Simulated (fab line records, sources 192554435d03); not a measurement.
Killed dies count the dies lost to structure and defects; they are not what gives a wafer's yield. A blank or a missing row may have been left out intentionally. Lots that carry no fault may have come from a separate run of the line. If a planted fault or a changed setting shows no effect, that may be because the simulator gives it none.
3 desks, one fault :: flow n5-finfet :: every desk sees just its own numbers, and what lay behind them comes last

== THE DEFECT DESK ==
Lot by lot, what the route's inspections counted, given as the mean of those sampled wafers with a number. Any lot whose mean is over 4 standard deviations away from the usual mean is out of limits and marked OUT; that distance is given in the brackets.
Columns: A = raw-defect-count at N5_MIM_TOP_LITHO_INSPECT_12, usual 2.1
lot: L313
first seen here: day 12 08:45
A: 1.7

lot: L317
first seen here: day 13 09:46
A: 3.0

lot: L321
first seen here: day 14 03:36
A: 2.0

lot: L320
first seen here: day 14 04:49
A: 3.0

lot: L332
first seen here: day 16 21:17
A: 3.0

lot: L330
first seen here: day 17 03:02
A: 1.0
This desk found nothing out of limits on any of the 6 lots.

== TOOL OWNER'S DESK, rie-metal-01 ==
The tool's own readings at N5_MIM_TOP_ETCH_ETCH_00 (etches TiN in Cl2/BCl3, target depth 38.5 nm): means of the sampled wafers that have a number, for each lot that ran on this tool. Any lot whose mean is over 4 standard deviations away from the usual mean is out of limits and marked OUT; that distance is given in the brackets.
Columns: A = drypump-motor-current-A at N5_MIM_TOP_ETCH_ETCH_00, usual 5.9 A; B = oes-product-au at N5_MIM_TOP_ETCH_ETCH_00, usual 0.86 a.u.; C = throttle-valve-pct at N5_MIM_TOP_ETCH_ETCH_00, usual 22.6 %
lot: L313
first seen here: day 12 08:52
A: 5.9
B: 0.92
C: 22.8

lot: L317
first seen here: day 13 09:53
A: 5.9
B: 0.90
C: 22.8

lot: L321
first seen here: day 14 03:46
A: 5.9
B: 0.97
C: 22.8

lot: L320
first seen here: day 14 04:59
A: 6.6
B: 1.07
C: 22.4
This desk found nothing out of limits on any of the 4 lots.

== FROM THE METROLOGY DESK ==
What the gauges read for every lot (on any tool): the sampled wafers with a number, averaged. Any lot whose mean is over 4 standard deviations away from the usual mean is out of limits and marked OUT; that distance is given in the brackets.
Columns: A = cd-nm at N5_MIM_TOP_LITHO_CD_MEAS_08, usual 2000.6 nm; B = MIM_TOP_OVL at N5_MIM_TOP_LITHO_OVL_MEAS_11, usual 0 nm
lot: L313
first seen here: day 12 08:42
A: 2001.0
B: -2

lot: L317
first seen here: day 13 09:43
A: 2001.5
B: 1

lot: L321
first seen here: day 14 03:32
A: 1999.1
B: 2

lot: L320
first seen here: day 14 04:46
A: 1999.7
B: -0

lot: L332
first seen here: day 16 21:14
A: 2000.0
B: 3

lot: L330
first seen here: day 17 02:58
A: 2000.4
B: 0
This desk found nothing out of limits on any of the 6 lots.

== ALL TOGETHER ==
Nothing out of limits was seen by the defect desk.
The tool owner's desk saw nothing out of limits.
At the metrology desk, nothing out of limits was observed.

== WHAT WAS PUT IN BY THE SIMULATOR ==
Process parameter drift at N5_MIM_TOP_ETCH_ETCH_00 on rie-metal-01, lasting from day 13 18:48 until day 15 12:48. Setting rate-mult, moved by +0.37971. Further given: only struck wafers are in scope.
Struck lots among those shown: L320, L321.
